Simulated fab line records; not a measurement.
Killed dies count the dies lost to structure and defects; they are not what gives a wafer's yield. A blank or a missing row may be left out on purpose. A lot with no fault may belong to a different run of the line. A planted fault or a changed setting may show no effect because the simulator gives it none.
8D (eight disciplines) problem report, filled in by code | flow n5-finfet | the parts of the form that need people (team, actions taken, sign-off) are left out

## 1. THE ISSUE
M8_ILD_THK at N5_BEOL_M8_THK_MEAS_01 reads a mean of 134.2 nm on 1 wafer of 1 lot; wafers without a fault read 155.2 nm with a standard deviation of 2.1. That is -10 standard deviations from the usual mean.
Earliest sighting: wafer L771.4 on film-metro-01 at day 11 18:48. The record holds 30 wafers of 10 lots with a number at this step. Rule for "out", or "out of limits": more than 4 standard deviations from the usual mean. The other wafers with a number count as sound.

## 2. WHAT THIS IS AND IS NOT
question                    | is                | is not
which readings at this step | M8_ILD_THK        | -
which lots                  | L771              | L761, L763, L765, L766, L767, L777, L781, L782, L783
which wafers of those lots  | L771.4            | L771.2, L771.6
read on which gauges        | film-metro-01     | film-metro-02
when                        | from day 11 18:48 | up to then (17 sound wafers); but 12 sound wafers of L777, L781, L782, L783 came after

## 3. THE SUSPECTS, EACH WITH WHAT RULES IT OUT
Counting: any tool at a process step up to the reading remains a suspect provided it ran every lot that is out. Sound lots after the first of them don't rule it out here, since some wafers of a struck lot are sound.
- ruled out: the gauge at N5_BEOL_M8_THK_MEAS_01. All the wafers that are out were read on film-metro-01, but those of them that N5_BEOL_M8_ILD_DEP_00 has rows for are out there too, on other tools.
- rie-diel-01 at N5_BEOL_M7_TRENCH_ETCH_37 (etches SiCOH lowk in C4F6/O2, target depth 93.478 nm, time 31.2 s): kept. It ran the lot that is out, L771 (day 11 16:41); its last sound lot up to then is L766 (day 10 09:14). Because N5_BEOL_M7_TRENCH_ETCH_37 lacks a start for some lots, the hours and order of its lots are taken from N5_BEOL_M7_SPUTTER_48.
- pvd-sputter-01 at N5_BEOL_M7_SPUTTER_48 (material Cu, target thk 10 nm, time 1.667 s): kept. It ran the lot that is out, L771 (day 11 16:41); its last sound lot up to then is L765 (day 10 09:05).
- rtp-anneal-01 at N5_BEOL_M7_ANNEAL_51 (time 90 s): kept. It ran the lot that is out, L771 (day 11 17:29); its last sound lot up to then is L766 (day 10 09:34).
- pecvd-02 at N5_BEOL_M8_ILD_DEP_00 (deposits SiCOH lowk from DEMS/porogen, target thk 179.75 nm, time 33.4 s): kept. It ran the lot that is out, L771 (day 11 18:13); its last sound lot up to then is L766 (day 10 10:22). On those wafers its own readings are out: heater-power-outer-w, susceptor-temp-C.
- Within rie-diel-01 at N5_BEOL_M7_TRENCH_ETCH_37: the wafers that are out ran in chamber 0; their sound lot-mates ran in chambers 2, 3.
- Within pecvd-02 at N5_BEOL_M8_ILD_DEP_00: the wafers that are out ran in chamber 0; their sound lot-mates ran in chambers 1, 2.
Left after counting: rie-diel-01 at N5_BEOL_M7_TRENCH_ETCH_37, pvd-sputter-01 at N5_BEOL_M7_SPUTTER_48, rtp-anneal-01 at N5_BEOL_M7_ANNEAL_51, pecvd-02 at N5_BEOL_M8_ILD_DEP_00.

## 4. THE CAUSE (what the simulator had put in)
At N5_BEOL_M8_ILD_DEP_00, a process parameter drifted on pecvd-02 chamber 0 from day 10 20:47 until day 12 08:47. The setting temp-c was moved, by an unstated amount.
Counting left 4 suspects, and this tool is among them.

## 5. SEQUENCE OF EFFECTS, ordered by route
One row per reading whose mean, taken over the struck wafers that have a number, lies over 3 standard deviations from the usual. Readings are gone through only where the record gives a usual standard deviation; hours: the median, over the lots, of the time from a lot's start at the first step in this table giving one to that lot's start at this step; sigmas: the change measured in usual standard deviations.
hours | step                   | reading              | usual    | on struck wafers | change | sigmas
0     | N5_BEOL_M8_ILD_DEP_00  | heater-power-outer-w | 140 W    | 246              | +106   | +4.2
0     | N5_BEOL_M8_ILD_DEP_00  | heater-power-w       | 309 W    | 502              | +193   | +3.9
0     | N5_BEOL_M8_ILD_DEP_00  | susceptor-temp-C     | 299.99 C | 327.57           | +27.58 | +99 or more
1     | N5_BEOL_M8_THK_MEAS_01 | M8_ILD_THK           | 155.2 nm | 134.2            | -21.0  | -10
Here are the process steps it includes:
- N5_BEOL_M8_ILD_DEP_00: deposits SiCOH lowk from DEMS/porogen, target thk 179.75 nm, time 33.4 s.

## 6. HOW IT WOULD HAVE BEEN CAUGHT EARLIER
Counted from the fault's start at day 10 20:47, it took 22 hours until the first out-of-limits reading at a measuring or inspecting step in this record, taken at day 11 18:48.
At N5_BEOL_M8_ILD_DEP_00, the tool's own readings (heater-power-outer-w, susceptor-temp-C) were out on each struck wafer the step has a row for, so an alarm limit on them would have fired on the first such wafer.
Lots out: 1; all had begun N5_BEOL_M8_ILD_DEP_00 on pecvd-02 by day 11 18:48. Holding the tool at that point would not have protected any of them.
